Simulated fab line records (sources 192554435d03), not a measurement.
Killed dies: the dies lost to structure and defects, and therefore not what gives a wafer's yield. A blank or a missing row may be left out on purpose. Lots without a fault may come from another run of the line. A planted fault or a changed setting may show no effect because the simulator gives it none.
Which tool was responsible?	flow n5_finfet	11 lots, 33 wafers sampled, at 4 steps of a route of 1938

## WHAT THE GAUGES SHOWED, per wafer
N5_BEOL_M8_THK_MEAS_01.
lot	measured	on	M8_ILD_THK (nm)
L294	day 11 00:02	film_metro-01	151.6 155.3 156.1
L295	day 12 07:18	film_metro-01	152.6 154.3 156.1
L296	day 12 10:41	film_metro-02	153.8 155.1 156.3
L297	day 12 18:42	film_metro-01	153.9 155.0 154.6
L300	day 13 10:42	film_metro-01	154.3 154.6 156.9
L312	day 14 13:34	film_metro-02	153.5 155.4 156.3
L308	day 15 04:56	film_metro-02	162.3 161.8 163.2
L309	day 15 10:02	film_metro-02	161.4 164.6 163.6
L313	day 15 17:52	film_metro-01	152.0 155.3 156.0
L299	day 16 22:45	film_metro-02	153.8 153.2 155.4
L314	day 17 20:35	film_metro-02	151.7 151.2 154.9

## TOOL THAT RAN EACH LOT (tool first, then ch and the chambers of the sampled wafers, then the start)
lot	N5_BEOL_M7_DEP_56	N5_BEOL_M8_ILD_DEP_00	N5_BEOL_M8_CURE_74
L294	pecvd-01 ch 1,2, day 10 23:20	pecvd-01 ch 0,1,2, day 10 23:28	uv_cure-03 ch 2, day 10 23:41
L295	pecvd-01 ch 0,1,2, day 12 06:35	pecvd-01 ch 0,2, day 12 06:43	uv_cure-02 ch 1, day 12 06:52
L296	pecvd-04 ch 0,1,2, day 12 09:58	pecvd-02 ch 0,1,2, day 12 10:06	uv_cure-03 ch 1, day 12 10:10
L297	pecvd-01 ch 0,1,2, day 12 17:59	pecvd-02 ch 0,1,2, day 12 18:07	uv_cure-03 ch 1, day 12 18:10
L300	pecvd-03 ch 0,1,2, day 13 09:59	pecvd-02 ch 0,1, day 13 10:07	uv_cure-03 ch 0, day 13 10:11
L312	pecvd-04 ch 0,1,2, day 14 12:51	pecvd-04 ch 1,2, day 14 12:59	uv_cure-02 ch 0, day 14 13:08
L308	pecvd-04 ch 0,1,2, day 15 04:12	pecvd-01 ch 1,2, day 15 04:22	uv_cure-03 ch 0, day 15 04:35
L309	pecvd-03 ch 0,2, day 15 09:20	pecvd-01 ch 0,1, day 15 09:28	uv_cure-01 ch 2, day 15 09:37
L313	pecvd-01 ch 0,2, day 15 17:06	pecvd-02 ch 0,2, day 15 17:14	uv_cure-01 ch 0, day 15 17:31
L299	pecvd-01 ch 0,1,2, day 16 22:02	pecvd-04 ch 0,1, day 16 22:10	uv_cure-02 ch 1, day 16 22:14
L314	pecvd-04 ch 0,1,2, day 17 19:52	pecvd-02 ch 0,2, day 17 19:59	uv_cure-02 ch 1, day 17 20:05
- N5_BEOL_M7_DEP_56: deposits SiCN from 3MS/NH3, target thk 10 nm, time 17.5 s.
- N5_BEOL_M8_ILD_DEP_00: deposits SiCOH lowk from DEMS/porogen, target thk 179.75 nm, time 33.4 s.
- N5_BEOL_M8_CURE_74: cures SiCOH lowk, time 240 s.

## AS READ BY THE TOOLS THEMSELVES (means over the sampled wafers that have a number; for cases with no such wafer, the mark the record gives instead)
N5_BEOL_M7_DEP_56.
lot	tool	showerhead_plenum_p_Torr (Torr)	throttle_valve_pct (%)
L294	pecvd-01	3.645	9.1
L295	pecvd-01	3.660	8.8
L296	pecvd-04	3.660	9.1
L297	pecvd-01	3.659	8.9
L300	pecvd-03	3.667	8.9
L312	pecvd-04	3.665	9.2
L308	pecvd-04	3.660	9.2
L309	pecvd-03	3.665	8.7
L313	pecvd-01	3.658	8.6
L299	pecvd-01	3.656	8.7
L314	pecvd-04	3.660	9.2

N5_BEOL_M8_ILD_DEP_00.
lot	tool	heater_power_w (W)	showerhead_plenum_p_Torr (Torr)	susceptor_temp_C (C)	throttle_valve_pct (%)
L294	pecvd-01	345	5.721	300.06	13.5
L295	pecvd-01	301	5.728	299.93	13.1
L296	pecvd-02	345	5.730	300.01	13.9
L297	pecvd-02	362	5.720	300.26	14.0
L300	pecvd-02	325	5.712	299.92	13.9
L312	pecvd-04	368	5.736	300.03	14.2
L308	pecvd-01	312	5.723	292.67	13.8
L309	pecvd-01	350	5.727	292.76	13.6
L313	pecvd-02	332	5.731	300.03	14.1
L299	pecvd-04	329	5.741	299.97	14.1
L314	pecvd-02	369	5.731	300.18	14.0

N5_BEOL_M8_CURE_74.
lot	tool	lamp_power_pct (%)	wafer_temp_C_max
L294	uv_cure-03	52.27	386.6
L295	uv_cure-02	52.34	386.5
L296	uv_cure-03	52.30	388.1
L297	uv_cure-03	52.35	388.3
L300	uv_cure-03	52.30	387.3
L312	uv_cure-02	52.24	386.0
L308	uv_cure-03	52.30	387.3
L309	uv_cure-01	52.30	387.3
L313	uv_cure-01	52.34	386.4
L299	uv_cure-02	52.28	386.5
L314	uv_cure-02	52.32	386.4

## THE ANSWER, worked out from the rows above alone
Rule: usual is defined by the lots themselves. The widest of any qualifying gaps counts: lots, ordered by their means at a reading, are off when they make up no more than a third of the lots, leave a main group of 4 or more, and stand apart from it by 3 or more times the standard deviation of that group's means. A main group is skipped when, at the precision printed for the reading in the tables above, its means are all equal. Also off: a lot with no number at a reading for which 4 or more lots have one. The other lots that the step has rows for count as sound. After the gauges, taken in route order, come the tools' own readings; for these a lot's mean is taken, as printed above. At the first step where some lot is off, the reading lying furthest off is the one used; lots without a number count as furthest.
Off: L308, L309, at N5_BEOL_M8_THK_MEAS_01 (M8_ILD_THK). The main group has a mean of 154.4 nm with a standard deviation of 0.74.
A tool fits if, at a process step before that reading, it ran every lot that is off, and no sound lot after the first of them. The gauges at N5_BEOL_M8_THK_MEAS_01 aren't tried: what is off there is off at N5_BEOL_M8_ILD_DEP_00 too, on other tools, and a gauge's error can't cause that. One fits: pecvd-01 at N5_BEOL_M8_ILD_DEP_00. Its last sound lot is L295 (day 12 06:43), its first lot that is off L308 (day 15 04:22): a fault that began between those two fits.
The tool's own readings at N5_BEOL_M8_ILD_DEP_00 bear it out: on the lots that are off they differ by more than 5 times the standard deviation of the sound lots' means. susceptor_temp_C reads 292.72 C there against 300.04 C on the sound lots.

## WHAT THE SIMULATOR HAD PUT IN
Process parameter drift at N5_BEOL_M8_ILD_DEP_00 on pecvd-01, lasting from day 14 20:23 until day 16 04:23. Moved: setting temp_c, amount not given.
Struck lots among those shown: L308, L309. The rule given above showed the same thing.
